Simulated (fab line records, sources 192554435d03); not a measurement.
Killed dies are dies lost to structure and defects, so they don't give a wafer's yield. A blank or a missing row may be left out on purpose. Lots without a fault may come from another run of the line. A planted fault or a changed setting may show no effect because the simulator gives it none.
fab line records | flow n5_finfet
record lots=11 wafers=33 last_day=18
route steps=1938 shown BEOL_M5@1166 PASSIVATION@1909
lots that met no fault: from a run of the same line without faults
start_h: hours from the record's first day to the start of the lot's first wafer shown | wait_h: hours since the lot's step before | " the same as in the row above | L1.1+2: a row that stands for several wafers | - no value, or no start given | * or withheld: withheld | < > ~ a bound
route shown NAME@n: a module of which the file shows steps, and the number in the route of the first | usual: mean/standard deviation of fault-free wafers | same: alike in all rows | chamber/n: place in a boat | sites: the reading at each site | _std_site: their standard deviation | _edge_site: outer sites' mean less inner sites' | radius_mm: how far each site lies from the wafer's centre | mask NAME#n: copy n | behind: the tool/chamber that last shaped the wafer | hold: why the lot was held/for how many hours/how that ended | device: the transistor (n, p or np) that didn't switch | end of line: the same wafers' tests at the end of the route | a step without rows: its recipe alone | killed: dies lost to structure and defects at the first sort, not the wafer's yield | map: a wafer's dies, x killed, . not, _ none there
set.NAME: the setting as run; set.NAME@STEP: as run at that earlier step | model.NAME: the simulator's own value behind a step, which no gauge read
steps of the route over a sample of lots; a table a step, a row a wafer
services: from which hour (start_h, from the record's first day; less than 0 if before it) a tool's chamber was out of use, for how many hours, and why
## steps
# step N5_BEOL_M5_PRECLEAN_42
# recipe chemistry=residue_remover time_s=60 temp_c=40
# columns lot.wafer tool chamber start_h wait_h
L374.2+3+5 wet_bench-01 7,0,5 179.25 0.0
L375.1+5+6 wet_bench-06 0,7,4 181.04 0.0
L376.1+3+5 wet_bench-01 4,3,6 185.88 0.0
L379.2+5+6 wet_bench-01 2,7,3 206.82 0.0
L381.1+4+6 wet_bench-01 0,3,4 220.24 0.0
L382.1+2+5 wet_bench-06 0,7,6 228.59 0.0
L386.1+5+6 wet_bench-01 1,7,5 251.33 0.0
L389.1+2+5 wet_bench-01 3,7,4 275.93 0.0
L391.1+2+5 wet_bench-01 5,4,2 277.98 0.0
L394.2+4+5 wet_bench-06 3,2,4 310.41 0.0
L397.1+5+6 wet_bench-01 6,5,2 347.26 0.0
# step N5_PASSIVATION_AL_ETCH_33
# recipe chemistry=Cl2/BCl3 target_depth_a=28000 over_etch_frac=0.15 Cl2_flow_sccm=180 bcl3_flow_sccm=60 target=Al stop_on=TaN time_s=466.7 ion_energy_ev=100 pressure_mtorr=10 icp_w=900 bias_w=100
# usual chamber_pressure_mTorr=9.999/0.0089 drypump_motor_current_A=5.8/0.37 oes_product_au=0.72/0.089 throttle_valve_pct=34.31/0.21
# columns lot.wafer tool chamber start_h wait_h chamber_pressure_mTorr drypump_motor_current_A oes_product_au rf_hours_counter_h throttle_valve_pct
L376.1 rie_metal-01 1 282.73 0.1 9.996 6.3 0.58 108 34.07
L376.3 " 0 " " 10.008 5.4 0.83 - 34.15
L376.5 " 1 " " 9.999 6.3 0.58 - 34.05
L374.2 rie_metal-03 1 283.23 0.3 10.017 5.7 0.82 - 34.35
L374.3 " 1 " " 9.991 5.7 0.81 - 34.39
L374.5 " 1 " " 9.997 5.7 0.81 - 34.39
L375.1 rie_metal-01 0 283.87 0.1 10.000 5.4 0.82 5 34.18
L375.5 " 0 " " 9.993 5.4 0.82 - 34.19
L375.6 " 1 " " 10.005 6.3 0.58 - 34.06
L379.2 rie_metal-03 1 306.85 0.1 10.008 5.7 0.80 17 34.37
L379.5 " 0 " " 9.989 6.2 0.69 - 34.41
L379.6 " 1 " " 9.990 5.7 0.80 - 34.40
L381.1 rie_metal-01 0 311.95 0.1 9.991 5.3 0.82 7 34.14
L381.4 " 1 " " 10.015 6.3 0.58 - 34.06
L381.6 " 0 " " 9.998 5.3 0.82 - 34.13
L382.1 rie_metal-02 1 323.40 0.1 9.993 5.3 0.72 27 34.74
L382.2 " 0 " " 10.002 5.8 0.60 91 34.13
L382.5 " 0 " " 9.987 5.8 0.60 - 34.14
L386.1 rie_metal-01 0 347.54 0.1 9.990 5.3 0.79 12 34.11
L386.5 " 0 " " 9.993 5.3 0.79 - 34.15
L386.6 " 0 " " 10.007 5.3 0.79 - 34.19
L389.1 rie_metal-02 0 367.15 0.1 9.991 5.8 0.60 95 34.11
L389.2 " 1 " " 10.010 5.3 0.72 30 34.68
L389.5 " 0 " " 9.994 5.8 0.60 - 34.14
L391.1 rie_metal-02 0 371.18 0.1 10.004 5.8 0.60 96 34.16
L391.2 " 1 " " 10.006 5.2 0.71 30 34.73
L391.5 " 1 " " 10.011 5.2 0.70 - 34.74
L394.2 rie_metal-03 1 400.01 0.1 9.992 5.7 0.76 26 34.42
L394.4 " 0 " " 9.983 6.1 0.67 - 34.41
L394.5 " 0 " " 9.990 6.2 0.66 - 34.43
L397.1 rie_metal-01 0 433.76 0.1 10.003 5.3 0.76 20 34.16
L397.5 " 0 " " 9.992 5.4 0.76 - 34.17
L397.6 " 1 " " 9.986 6.3 0.83 - 34.01
# step N5_PASSIVATION_DESCUM_46
# recipe chemistry=O2 time_s=7.9 source_power_w=50 bias_power_w=20 pressure_mtorr=20 rf_frequency_hz=2.712e+07 temp_c=40 o2_flow_sccm=225
# usual chamber_pressure_mTorr=19.999/0.019 drypump_motor_current_A=5.6/0.51 oes_product_au=0.84/0.069 rf_vpp_V=243.7/1.7 showerhead_plenum_p_Torr=2.13/0.087 throttle_valve_pct=20.31/0.26
# columns lot.wafer tool chamber start_h wait_h chamber_pressure_mTorr drypump_motor_current_A oes_product_au rf_hours_counter_h rf_vpp_V showerhead_plenum_p_Torr throttle_valve_pct
L376.1 rie_diel-02 0 284.85 0.4 20.032 5.6 0.69 224 241.5 1.98 20.57
L376.3 " 2 " " 20.024 5.4 0.87 47 243.2 2.22 20.40
L376.5 " 2 " " 19.954 5.5 0.87 - 243.7 2.22 20.38
L374.2 rie_diel-06 0 285.96 0.5 20.000 5.5 0.89 40 245.0 2.23 20.37
L374.3 " 2 " " 19.987 5.5 0.81 93 242.4 2.11 20.73
L374.5 " 1 " " 20.027 4.9 0.77 - 243.0 2.09 20.25
L375.1 rie_diel-01 1 286.06 0.5 20.019 6.7 0.87 44 242.6 2.04 20.49
L375.5 " 1 " " 19.984 6.7 0.88 - 244.6 2.04 20.50
L375.6 " 2 " " 20.013 5.1 0.90 - 244.8 2.05 19.98
L379.2 rie_diel-02 0 308.62 0.0 20.049 5.6 0.69 235 241.1 1.98 20.58
L379.5 " 1 " " 20.005 5.4 0.92 - 246.1 2.22 20.14
L379.6 " 0 " " 19.972 5.6 0.69 - 241.9 1.98 20.61
L381.1 rie_diel-01 1 313.59 0.0 19.996 6.7 0.85 55 241.7 2.03 20.53
L381.4 " 3 " " 19.988 6.0 0.85 61 241.4 2.06 20.60
L381.6 " 3 " " 20.014 6.0 0.84 - 241.1 2.06 20.61
L382.1 rie_diel-02 1 325.56 0.3 19.992 5.4 0.91 26 244.3 2.22 20.14
L382.2 " 3 " " 20.026 6.5 0.98 3 246.3 2.21 19.69
L382.5 " 1 " " 20.007 5.4 0.91 - 245.9 2.22 20.15
L386.1 rie_diel-02 1 349.82 0.2 19.974 5.3 0.89 33 245.6 2.22 20.17
L386.5 " 1 " " 20.004 5.4 0.89 - 246.2 2.22 20.15
L386.6 " 2 " " 19.987 5.4 0.85 - 245.1 2.22 20.42
L389.1 rie_diel-01 0 368.84 0.0 19.976 6.0 0.73 186 241.9 2.06 20.36
L389.2 " 3 " " 20.021 6.0 0.83 81 241.9 2.05 20.64
L389.5 " 0 " " 19.993 6.0 0.72 - 241.7 2.06 20.37
L391.1 rie_diel-02 1 372.85 0.0 20.010 5.4 0.88 43 246.5 2.21 20.20
L391.2 " 2 " " 19.997 5.4 0.83 82 244.3 2.21 20.43
L391.5 " 2 " " 19.999 5.4 0.83 - 244.7 2.21 20.44
L394.2 rie_diel-02 2 401.68 0.0 19.988 5.4 0.82 92 245.0 2.21 20.46
L394.4 " 3 " " 19.994 6.6 0.91 28 246.7 2.20 19.72
L394.5 " 3 " " 20.035 6.6 0.91 - 245.9 2.20 19.73
L397.1 rie_diel-02 2 435.81 0.0 20.003 5.4 0.81 105 245.1 2.20 20.45
L397.5 " 1 " " 19.969 5.4 0.84 - 245.8 2.20 20.24
L397.6 " 0 " " 20.006 5.6 0.89 - 245.0 2.23 20.30
# step N5_PASSIVATION_PROBE_49
# usual defect_limited_yield=91.4/1.3 killed_at_M0_to_M3=34/10 killed_at_M4_up=14/5.6 killed_at_contacts=13/5.9 killed_at_front_end=37/9.9 killed_at_other=3.5/2.8 killed_dies=101/15 killed_on_rim=13/3.9 killed_open=67/12 killed_short=32/6.6 sort_bin_4_leakage=0.00/0.014 sort_bin_5_function=5.0/0.81 sort_bin_6_memory=3.2/0.66 sort_bin_8_speed=0.00/0.007 sort_n_pass=1079/15 sort_yield_pct=91.4/1.3
# same gross_dies=1180 killed_at_back_side=0
# columns lot.wafer tool chamber start_h wait_h defect_limited_yield[%] killed_at_M0_to_M3 killed_at_M4_up killed_at_contacts killed_at_front_end killed_at_other killed_dies killed_on_rim killed_open killed_short sort_bin_4_leakage[%] sort_bin_5_function[%] sort_bin_6_memory[%] sort_bin_8_speed[%] sort_n_pass sort_yield_pct[%]
L376.1 prober-01 - 287.90 0.0 92.3 24 15 14 30 8 91 9 56 34 0 4.7 2.6 0 1089 92.3
L376.3 prober-01 - 288.00 0.1 89.7 46 12 32 30 2 122 20 87 35 0 4.9 4.7 0 1058 89.7
L376.5 prober-01 - 288.10 0.2 91.5 31 11 22 30 6 100 11 71 28 0 5.5 2.7 0 1080 91.5
L375.1 prober-02 - 289.88 0.0 91.3 29 14 17 36 7 103 10 73 26 0 5.1 3.2 0 1077 91.3
L375.5 prober-02 - 290.08 0.2 92.1 33 11 17 30 2 93 11 64 29 0 4.8 2.6 0 1087 92.1
L375.6 prober-02 - 290.13 0.3 92.1 35 3 16 35 4 93 16 55 38 0 4.7 2.9 0 1087 92.1
L374.2 prober-01 - 289.92 0.1 90.5 38 3 19 52 0 112 13 80 31 0 5.8 3.4 0.08 1067 90.4
L374.3 prober-01 - 289.97 0.1 90.8 34 13 6 55 1 109 13 69 39 0 5.3 3.7 0 1071 90.8
L374.5 prober-01 - 290.07 0.2 90.0 28 13 23 50 4 118 15 73 43 0 5.6 3.9 0 1062 90.0
L379.2 prober-01 - 311.72 0.1 92.3 39 25 7 18 2 91 15 66 25 0 5.3 2.3 0 1089 92.3
L379.5 prober-01 - 311.87 0.2 92.0 35 21 10 28 0 94 10 70 24 0 5.1 2.9 0 1086 92.0
L379.6 prober-01 - 311.92 0.3 92.0 35 20 10 27 2 94 15 63 28 0 4.4 3.1 0 1086 92.0
L381.1 prober-01 - 316.64 0.0 90.6 29 14 12 51 5 111 22 72 36 0 5.9 3.1 0 1069 90.6
L381.4 prober-01 - 316.79 0.2 88.6 34 23 22 50 5 134 24 86 47 0 6.7 4.0 0 1046 88.6
L381.6 prober-01 - 316.89 0.3 90.9 40 11 9 41 6 107 14 71 35 0 5.2 3.2 0 1073 90.9
L382.1 prober-01 - 328.61 0.0 95.2 18 11 3 24 1 57 11 38 19 0 2.6 1.9 0 1123 95.2
L382.2 prober-01 - 328.66 0.1 91.9 26 12 9 43 5 95 8 56 38 0 4.7 3.0 0 1085 91.9
L382.5 prober-01 - 328.81 0.2 93.3 17 13 6 39 4 79 10 57 22 0 3.6 2.9 0 1101 93.3
L386.1 prober-01 - 352.87 0.0 91.3 35 16 16 33 3 103 16 72 28 0 5.6 2.7 0 1077 91.3
L386.5 prober-01 - 353.07 0.2 92.0 18 35 6 33 2 94 13 65 29 0 5.1 2.5 0 1086 92.0
L386.6 prober-01 - 353.12 0.3 92.0 13 17 7 54 3 94 11 66 27 0 4.1 3.6 0 1086 92.0
L389.1 prober-01 - 371.93 0.0 84.2 22 107 9 48 0 186 27 70 23 0 10.3 3.3 0 994 84.2
L389.2 prober-01 - 371.98 0.1 81.6 31 149 7 30 0 217 16 57 29 0.17 11.6 4.2 0 961 81.4
L389.5 prober-01 - 372.13 0.2 81.0 49 107 20 43 5 224 31 89 45 0 11.1 4.8 0 956 81.0
L391.1 prober-02 - 376.29 0.0 79.9 31 150 13 42 1 237 10 80 31 0 13.1 4.5 0 943 79.9
L391.2 prober-02 - 376.34 0.1 84.0 34 101 18 31 5 189 29 64 34 0 9.5 4.2 0 991 84.0
L391.5 prober-02 - 376.49 0.2 81.9 35 133 16 29 0 213 22 60 31 0 12.1 3.2 0 967 81.9
L394.2 prober-02 - 404.77 0.1 90.8 34 8 10 53 4 109 16 70 32 0 5.2 3.3 0 1071 90.8
L394.4 prober-02 - 404.87 0.2 91.9 37 14 8 31 6 96 12 67 27 0 4.7 3.3 0 1084 91.9
L394.5 prober-02 - 404.92 0.2 90.9 38 7 10 50 2 107 14 79 27 0 4.8 3.9 0 1073 90.9
L397.1 prober-02 - 438.86 0.0 91.4 39 12 16 33 2 102 15 70 32 0 5.3 3.0 0 1078 91.4
L397.5 prober-02 - 439.06 0.2 91.6 37 19 20 20 3 99 13 67 30 0 5.0 3.1 0 1081 91.6
L397.6 prober-02 - 439.11 0.3 93.7 33 11 6 20 4 74 8 38 36 0 4.0 2.3 0 1106 93.7
# killed by level:class
L376.1 MOL_CONTACT_COAG:geometric_particle:open=11 BEOL_M0_SAQP:geometric_particle:open=9 STARTING-WAFER:geometric_particle:short=6 BEOL_M0_SAQP:geometric_particle:short=5 BEOL_M3:geometric_particle:open=5 DUMMY_GATE:geometric_particle:open=4 BEOL_M6:geometric_particle:open=4 PASS1_CAP:geometric_particle:short=4
L376.3 MOL_CONTACT_COAG:geometric_particle:open=24 BEOL_M3:geometric_particle:open=14 FIN_SAQP:geometric_particle:short=10 BEOL_M0_SAQP:geometric_particle:open=10 MOL_CONTACT_COAG:geometric_particle:short=8 BEOL_M2:geometric_particle:open=8 GATE_CUT:geometric_particle:open=5 BEOL_M0_SAQP:geometric_particle:short=5
L376.5 MOL_CONTACT_COAG:geometric_particle:open=18 BEOL_M2:geometric_particle:open=11 BEOL_M3:geometric_particle:open=7 BEOL_M0_SAQP:geometric_particle:open=6 BEOL_M0_SAQP:geometric_particle:short=5 FIN_SAQP:geometric_particle:open=4 FIN_SAQP:geometric_particle:short=4 STI_FIN_REVEAL:geometric_particle:short=4
L375.1 MOL_CONTACT_COAG:geometric_particle:open=15 BEOL_M1:geometric_particle:open=11 STI_FIN_REVEAL:geometric_particle:open=10 BEOL_M3:geometric_particle:open=8 BEOL_M4:geometric_particle:open=8 GATE_CUT:geometric_particle:short=5 BEOL_M0_SAQP:geometric_particle:open=5 GATE_CUT:geometric_particle:open=4
L374.2 FIN_SAQP:geometric_particle:open=16 MOL_CONTACT_COAG:geometric_particle:open=14 BEOL_M0_SAQP:geometric_particle:open=11 STI_FIN_REVEAL:geometric_particle:open=7 BEOL_M0_SAQP:geometric_particle:short=7 BEOL_M3:geometric_particle:open=7 FIN_SAQP:geometric_particle:short=6 DUMMY_GATE:geometric_particle:open=5
L374.3 FIN_SAQP:geometric_particle:open=14 STI_FIN_REVEAL:geometric_particle:open=13 BEOL_M0_SAQP:geometric_particle:open=8 BEOL_M4:geometric_particle:open=7 BEOL_M0:geometric_particle:short=7 FIN_SAQP:geometric_particle:short=6 MOL_CONTACT_COAG:geometric_particle:open=6 STARTING-WAFER:geometric_particle:short=6
L374.5 MOL_CONTACT_COAG:geometric_particle:open=16 DUMMY_GATE:geometric_particle:open=12 GATE_CUT:geometric_particle:open=8 BEOL_M0_SAQP:geometric_particle:open=8 BEOL_M4:geometric_particle:open=8 BEOL_M0_SAQP:geometric_particle:short=7 MOL_CONTACT_COAG:geometric_particle:short=7 BEOL_M1:geometric_particle:open=6
L375.5 MOL_CONTACT_COAG:geometric_particle:open=16 BEOL_M3:geometric_particle:open=9 BEOL_M1:geometric_particle:open=7 DUMMY_GATE:geometric_particle:open=6 STI_FIN_REVEAL:geometric_particle:open=5 GATE_CUT:geometric_particle:short=5 BEOL_M4:geometric_particle:open=5 FIN_SAQP:geometric_particle:short=4
L375.6 MOL_CONTACT_COAG:geometric_particle:open=11 FIN_SAQP:geometric_particle:short=10 BEOL_M1:geometric_particle:open=10 BEOL_M0:geometric_particle:open=7 FIN_SAQP:geometric_particle:open=6 GATE_CUT:geometric_particle:open=5 MOL_CONTACT_COAG:geometric_particle:short=5 GATE_CUT:geometric_particle:short=4
L379.2 BEOL_M0_SAQP:geometric_particle:open=11 BEOL_M4:geometric_particle:open=11 BEOL_M2:geometric_particle:open=9 BEOL_M3:geometric_particle:open=8 BEOL_M5:geometric_particle:open=5 MOL_CONTACT_COAG:geometric_particle:open=5 BEOL_M0_SAQP:geometric_particle:short=4 FIN_SAQP:geometric_particle:open=3
L379.5 BEOL_M3:geometric_particle:open=11 BEOL_M4:geometric_particle:open=11 BEOL_M0_SAQP:geometric_particle:short=9 MOL_CONTACT_COAG:geometric_particle:open=8 BEOL_M2:geometric_particle:open=8 STI_FIN_REVEAL:geometric_particle:open=5 ILD0:geometric_particle:open=4 GATE_CUT:geometric_particle:open=4
L379.6 BEOL_M3:geometric_particle:open=10 MOL_CONTACT_COAG:geometric_particle:open=9 BEOL_M0_SAQP:geometric_particle:open=9 BEOL_M4:geometric_particle:open=9 FIN_SAQP:geometric_particle:open=7 BEOL_M0_SAQP:geometric_particle:short=5 FIN_SAQP:geometric_particle:short=4 BEOL_M2:geometric_particle:open=4
L381.1 STI_FIN_REVEAL:geometric_particle:open=14 MOL_CONTACT_COAG:geometric_particle:open=11 FIN_SAQP:geometric_particle:short=8 BEOL_M1:geometric_particle:open=8 BEOL_M4:geometric_particle:open=7 STI_FIN_REVEAL:geometric_particle:short=6 FIN_SAQP:geometric_particle:open=5 GATE_CUT:geometric_particle:short=4
L381.4 FIN_SAQP:geometric_particle:short=19 MOL_CONTACT_COAG:geometric_particle:open=17 FIN_SAQP:geometric_particle:open=12 BEOL_M1:geometric_particle:open=11 BEOL_M4:geometric_particle:open=10 BEOL_M0_SAQP:geometric_particle:open=10 STI_FIN_REVEAL:geometric_particle:open=5 MOL_CONTACT_COAG:geometric_particle:short=5
L381.6 DUMMY_GATE:geometric_particle:open=10 MOL_CONTACT_COAG:geometric_particle:open=9 BEOL_M1:geometric_particle:open=8 STI_FIN_REVEAL:geometric_particle:open=7 BEOL_M0:geometric_particle:open=7 GATE_CUT:geometric_particle:short=5 BEOL_M4:geometric_particle:open=5 BEOL_M0:geometric_particle:short=5
L382.1 FIN_SAQP:geometric_particle:open=10 GATE_CUT:geometric_particle:short=5 BEOL_M2:geometric_particle:open=5 BEOL_M4:geometric_particle:open=4 STI_FIN_REVEAL:geometric_particle:open=3 MOL_CONTACT_COAG:geometric_particle:open=3 BEOL_M0_SAQP:geometric_particle:short=3 BEOL_M1:geometric_particle:short=3
L382.2 FIN_SAQP:geometric_particle:open=19 FIN_SAQP:geometric_particle:short=10 BEOL_M4:geometric_particle:open=7 MOL_CONTACT_COAG:geometric_particle:open=6 BEOL_M0_SAQP:geometric_particle:short=6 BEOL_M2:geometric_particle:open=6 DUMMY_GATE:geometric_particle:open=5 GATE_CUT:geometric_particle:short=4
L382.5 FIN_SAQP:geometric_particle:open=18 FIN_SAQP:geometric_particle:short=11 BEOL_M5:geometric_particle:open=7 BEOL_M1:geometric_particle:open=5 MOL_CONTACT_COAG:geometric_particle:open=4 BEOL_M0_SAQP:geometric_particle:short=4 STARTING-WAFER:geometric_particle:short=3 BEOL_M0_SAQP:geometric_particle:open=3
L386.1 MOL_CONTACT_COAG:geometric_particle:open=14 STI_FIN_REVEAL:geometric_particle:open=12 FIN_SAQP:geometric_particle:open=9 BEOL_M2:geometric_particle:open=7 BEOL_M4:geometric_particle:open=7 BEOL_M3:geometric_particle:short=5 BEOL_M1:geometric_particle:open=5 BEOL_M0_SAQP:geometric_particle:short=4
L386.5 BEOL_M4:geometric_particle:open=16 STI_FIN_REVEAL:geometric_particle:open=10 BEOL_M5:geometric_particle:open=9 DUMMY_GATE:geometric_particle:open=7 BEOL_M0_SAQP:geometric_particle:open=7 BEOL_M0_SAQP:geometric_particle:short=6 FIN_SAQP:geometric_particle:short=4 MOL_CONTACT_COAG:geometric_particle:open=4
L386.6 FIN_SAQP:geometric_particle:open=18 STI_FIN_REVEAL:geometric_particle:open=13 FIN_SAQP:geometric_particle:short=8 BEOL_M4:geometric_particle:open=6 BEOL_M1:geometric_particle:open=5 MOL_CONTACT_COAG:geometric_particle:open=4 BEOL_M6:geometric_particle:open=4 DUMMY_GATE:geometric_particle:open=3
L389.1 BEOL_M5:unspecified=93 STI_FIN_REVEAL:geometric_particle:open=23 FIN_SAQP:geometric_particle:open=7 BEOL_M0_SAQP:geometric_particle:open=6 BEOL_M4:geometric_particle:open=6 STI_FIN_REVEAL:geometric_particle:short=5 MOL_CONTACT_COAG:geometric_particle:open=5 BEOL_M3:geometric_particle:open=4
L389.2 BEOL_M5:unspecified=131 BEOL_M0_SAQP:geometric_particle:short=9 STI_FIN_REVEAL:geometric_particle:open=8 BEOL_M2:geometric_particle:open=6 BEOL_M4:geometric_particle:open=6 MOL_CONTACT_COAG:geometric_particle:open=5 BEOL_M3:geometric_particle:short=5 BEOL_M0_SAQP:geometric_particle:open=4
L389.5 BEOL_M5:unspecified=90 MOL_CONTACT_COAG:geometric_particle:open=17 STI_FIN_REVEAL:geometric_particle:open=12 BEOL_M1:geometric_particle:open=12 BEOL_M0_SAQP:geometric_particle:short=9 BEOL_M4:geometric_particle:open=8 BEOL_M0_SAQP:geometric_particle:open=7 BEOL_M3:geometric_particle:open=7
L391.1 BEOL_M5:unspecified=124 BEOL_M4:geometric_particle:open=13 FIN_SAQP:geometric_particle:open=11 FIN_SAQP:geometric_particle:short=8 STI_FIN_REVEAL:geometric_particle:open=8 MOL_CONTACT_COAG:geometric_particle:open=8 BEOL_M0_SAQP:geometric_particle:open=8 BEOL_M3:geometric_particle:open=7
L391.2 BEOL_M5:unspecified=90 MOL_CONTACT_COAG:geometric_particle:open=16 BEOL_M1:geometric_particle:open=10 GATE_CUT:geometric_particle:short=6 BEOL_M0_SAQP:geometric_particle:open=5 BEOL_M2:geometric_particle:open=5 BEOL_M4:geometric_particle:open=5 FIN_SAQP:geometric_particle:short=4
L391.5 BEOL_M5:unspecified=120 MOL_CONTACT_COAG:geometric_particle:open=11 BEOL_M1:geometric_particle:open=7 BEOL_M2:geometric_particle:open=7 BEOL_M3:geometric_particle:open=7 STI_FIN_REVEAL:geometric_particle:open=6 BEOL_M0_SAQP:geometric_particle:short=5 GATE_CUT:geometric_particle:short=5
L394.2 STI_FIN_REVEAL:geometric_particle:open=15 FIN_SAQP:geometric_particle:open=11 BEOL_M2:geometric_particle:open=9 GATE_CUT:geometric_particle:short=8 BEOL_M3:geometric_particle:open=7 MOL_CONTACT_COAG:geometric_particle:open=6 BEOL_M3:geometric_particle:short=6 HKMG_FIN:area_etch=6
L394.4 BEOL_M3:geometric_particle:open=16 MOL_CONTACT_COAG:geometric_particle:open=7 STI_FIN_REVEAL:geometric_particle:open=5 BEOL_M0_SAQP:geometric_particle:short=5 BEOL_M4:geometric_particle:open=5 BEOL_M1:geometric_particle:open=4 STARTING-WAFER:geometric_particle:open=4 DUMMY_GATE:geometric_particle:short=4
L394.5 SPACER0:geometric_particle:open=13 FIN_SAQP:geometric_particle:open=11 BEOL_M3:geometric_particle:open=11 MOL_CONTACT_COAG:geometric_particle:open=7 DUMMY_GATE:geometric_particle:open=7 BEOL_M0:geometric_particle:open=6 BEOL_M0_SAQP:geometric_particle:open=5 STI_FIN_REVEAL:geometric_particle:open=4
L397.1 BEOL_M0_SAQP:geometric_particle:open=14 MOL_CONTACT_COAG:geometric_particle:open=13 BEOL_M0_SAQP:geometric_particle:short=13 STI_FIN_REVEAL:geometric_particle:open=8 FIN_SAQP:geometric_particle:open=7 BEOL_M3:geometric_particle:open=6 FIN_SAQP:geometric_particle:short=4 BEOL_M4:geometric_particle:open=4
L397.5 MOL_CONTACT_COAG:geometric_particle:open=16 BEOL_M0_SAQP:geometric_particle:open=15 BEOL_M4:geometric_particle:open=10 BEOL_M0_SAQP:geometric_particle:short=9 BEOL_M2:geometric_particle:open=9 FIN_SAQP:geometric_particle:short=6 STI_FIN_REVEAL:geometric_particle:open=5 MOL_CONTACT_COAG:geometric_particle:short=4
L397.6 BEOL_M0_SAQP:geometric_particle:short=17 FIN_SAQP:geometric_particle:open=6 DUMMY_GATE:geometric_particle:open=5 BEOL_M1:geometric_particle:open=4 BEOL_M0_SAQP:geometric_particle:open=4 BEOL_M2:geometric_particle:open=4 GATE_CUT:geometric_particle:short=3 MOL_CONTACT_COAG:geometric_particle:short=3
## services
# columns tool chamber start_h hours kind
rie_metal-03 0 196.03 8.7 repair
rie_diel-02 1 209.60 1.2 repair
rie_diel-06 2 212.80 6.6 repair
rie_diel-02 1 219.98 - clean
rie_diel-02 1 219.98 - consumable_replace:focus_ring
rie_diel-02 1 219.98 - consumable_replace:showerhead
rie_diel-02 1 219.98 28.3 scheduled_down
rie_diel-02 1 219.98 28.3 vent_cycle
rie_diel-01 0 231.78 6.0 repair
rie_metal-03 0 260.76 36.1 repair
rie_diel-02 0 262.90 4.5 repair
rie_diel-02 3 287.94 - clean
rie_diel-02 3 287.94 - consumable_replace:focus_ring
rie_diel-02 3 287.94 - consumable_replace:showerhead
rie_diel-02 3 287.94 28.8 scheduled_down
rie_diel-02 3 287.94 28.8 vent_cycle
rie_metal-02 1 294.58 2.0 repair
rie_metal-02 - 299.12 14.6 pm
rie_diel-06 0 323.70 2.2 repair
rie_metal-02 1 325.37 6.3 repair
rie_diel-02 0 353.41 - clean
rie_diel-02 0 353.41 - consumable_replace:focus_ring
rie_metal-01 - 365.07 14.6 pm
rie_metal-02 1 396.90 33.4 repair
## key
first_sign step=N5_PASSIVATION_PROBE_49 reading=killed_at_M4_up direction=up sigmas=20 usual=14 struck=124
effect step=N5_PASSIVATION_PROBE_49 reading=defect_limited_yield direction=down sigmas=7.3 usual=91.4 struck=82.1
more_kills_born_at N5_BEOL_M5_PRECLEAN_42@wet_bench-01=648
met_at N5_BEOL_M5_PRECLEAN_42
struck_lots L389,L391
not_acting_at N5_PASSIVATION_AL_ETCH_33,N5_PASSIVATION_DESCUM_46
onset_between 251.33 275.93
fault kind=chamber_particle_source tool=wet_bench-01 chamber=- onset_h=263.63 steps=N5_BEOL_M5_PRECLEAN_42 rate_per_visit_cm2=1.0642 end_h=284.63
